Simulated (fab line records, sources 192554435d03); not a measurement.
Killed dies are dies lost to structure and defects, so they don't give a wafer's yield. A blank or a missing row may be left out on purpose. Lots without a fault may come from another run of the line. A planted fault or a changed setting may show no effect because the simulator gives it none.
A struck lot beside a sound one | flow n5_finfet | 37 steps out of a route of 1938
Sound: wafers L667.1, L667.2, L667.3. Struck: wafers L659.1, L659.3, L659.4. The cause comes at the end.
At each step with rows: each side's tool, then ch and its chambers, then its first start. Under that, the readings that differ: sound wafers | struck wafers | difference of the means | sigmas: that difference in standard deviations of wafers without a fault.
alike: readings whose means differ by less than 2 such deviations, and words and numbers that are the same on both sides. not compared: withheld readings, readings that some wafer has no value for, bounds like >300 that may hide the same value, and numbers for which the record gives no deviation and whose values overlap.
The two part at a step that has a row with sigmas, a row that says differs or no value, or rows on one side only. Numbers that don't overlap but have no deviation are shown without sigmas and don't part them. A reading that every wafer of one side lacks parts them only if that side has two wafers or more.

first, 9 steps without rows for these wafers: N5_BEOL_M4_ANNEAL_95 (time 240 s); N5_BEOL_M4_SPUTTER_96 (material Cu, target thk 4.5 nm, time 8.29 s); N5_BEOL_M4_ECD_50 (material Cu, target thk 300 nm); N5_BEOL_M4_ANNEAL_51 (time 90 s); N5_BEOL_M4_CMP_52 (polishes, stops on SiOC, t overpolish 6.8 s, target thk 40 nm); N5_BEOL_M4_PRE_CLEAN_60 (time 15 s); N5_BEOL_M4_CO_CAP_55 (material Co, precursor CCTBA/H2, target thk 2 nm, time 102.1 s); N5_BEOL_M4_PRE_CLEAN_56 (time 15 s); N5_BEOL_M4_DEP_57 (deposits SiCN from 3MS/NH3, target thk 8 nm, time 14 s).
N5_BEOL_M4_RC_MEAS_101:
  sound on prober-01 ch 0, day 12 21:03; struck on prober-02 ch 0, day 11 00:05
  alike: DIBL_N, DIBL_P, IOFF_N, IOFF_P, ION_N, ION_P, SS_N, SS_P, VT_N, VT_P
then, 24 steps without rows for these wafers: N5_BEOL_M5_ILD_DEP_00 (deposits SiCOH lowk from DEMS/porogen, target thk 140.64 nm, time 25.9 s); N5_BEOL_M5_CURE_79 (cures SiCOH lowk, time 240 s); N5_BEOL_M5_PECVD_70 (deposits SiO2 from TEOS/O2, target thk 16 nm, time 18 s); N5_BEOL_M5_HM_DEP_02 (deposits TiN, target thk 20 nm); N5_BEOL_M5_COAT_59 (time 60 s, resist thk 60 nm); N5_BEOL_M5_COAT_60 (time 60 s, resist thk 12 nm); N5_BEOL_M5_COAT_71 (time 60 s, resist thk 5 nm); N5_BEOL_M5_COAT_05 (resist thk 30 nm); N5_BEOL_M5_EBR_07; N5_BEOL_M5_SOFTBAKE_06 (time 60 s); N5_BEOL_M5_EXPOSE_08 (exposes mask M5, target cd 28 nm); N5_BEOL_M5_PEB_09 (peb time 60 s); N5_BEOL_M5_DEVELOP_10 (develop time 30 s); N5_BEOL_M5_DESCUM_16 (chemistry O2, time 7 s); N5_BEOL_M5_ETCH_72 (etches underlayer in N2/H2, target depth 6.5 nm, time 5.2 s); N5_BEOL_M5_ETCH_61 (etches SiARC in CF4, target depth 15.6 nm, time 26 s); N5_BEOL_M5_ETCH_62 (etches SOC in N2/H2, target depth 75 nm, overetch 15 nm, time 112.5 s); N5_BEOL_M5_STRIP_63 (strips in N2/H2); N5_BEOL_M5_STRIP_73 (strips in N2/H2); N5_BEOL_M5_STRIP_64 (strips in CF4); N5_BEOL_M5_HM_OPEN_17 (chemistry Cl2/BCl3, target TiN, target depth 20 nm, overetch 6 nm); N5_BEOL_M5_STRIP_19 (strips in O2); N5_BEOL_M5_COAT_65 (time 60 s, resist thk 60 nm); N5_BEOL_M5_COAT_66 (time 60 s, resist thk 12 nm).
N5_BEOL_M7_ETCH_65: etches SiARC in CF4, target depth 15.6 nm, time 26 s.
  sound on rie_diel-06 ch 0,1,3, day 13 22:17; struck on rie_diel-05 ch 1,2,3, day 12 06:43
  no value came back on the struck wafers for any of 10 readings (bias_w (W), cf4_flow_sccm (sccm) and others); on the sound wafers bias_w (W) reads 35.91 36.03 36.27
  reading                                      | sound      | struck         | difference | sigmas
  model.CAR-EUV_of_BEOL_M7_COAT_22.thk_nm (nm) | 11.2 11 11 | 20.4 20.2 20.2 | +9.2       |
N5_BEOL_M7_ETCH_66: etches SOC in N2/H2, target depth 80 nm, overetch 16 nm, time 120 s.
  sound on rie_diel-06 ch 0,1,3, day 13 22:19; struck on rie_diel-05 ch 1,2,3, day 12 06:44
  reading               | sound          | struck         | difference | sigmas
  oes_product_au (a.u.) | 0.71 0.63 0.53 | 0.28 0.29 0.26 | -0.35      | -5
  alike: bias_w, chamber_pressure_mTorr, drypump_motor_current_A, h2_flow_sccm, rf_vpp_V, showerhead_plenum_p_Torr, throttle_valve_pct
  not compared: rf_hours_counter_h
-- the record jumps here: 3 days lie between the struck wafers' starts before and after (it left off in module BEOL_M7 and takes up again in module PASSIVATION, whose first step shown is number 1936 of the route) --
N5_PASSIVATION_PROBE_49:
  sound on prober-01, day 17 20:38; struck on prober-01, day 15 15:46
  reading                  | sound          | struck         | difference | sigmas
  defect_limited_yield (%) | 92.5 92.5 90.8 | 0 0 0          | -92        | -77
  killed_at_M4_up          | 9 7 11         | 1077 1108 1112 | +1090      | +99 or more
  killed_dies              | 88 88 108      | 1180 1180 1180 | +1085      | +78
  killed_on_rim            | 9 12 12        | 152 152 152    | +141       | +37
  sort_bin_5_function (%)  | 4.1 3.8 5.9    | 95.6 96.4 98.3 | +92.2      | +99 or more
  sort_n_pass              | 1092 1092 1072 | 0 0 0          | -1085      | -78
  sort_yield_pct (%)       | 92.5 92.5 90.8 | 0 0 0          | -92        | -77
  alike: killed_at_M0_to_M3, killed_at_contacts, killed_at_front_end, killed_at_other, killed_open, killed_short, sort_bin_6_memory, sort_bin_8_speed

WHERE THEY PART
First at N5_BEOL_M7_ETCH_65; last, within this record, at N5_PASSIVATION_PROBE_49.

WHY: what the simulator had put in
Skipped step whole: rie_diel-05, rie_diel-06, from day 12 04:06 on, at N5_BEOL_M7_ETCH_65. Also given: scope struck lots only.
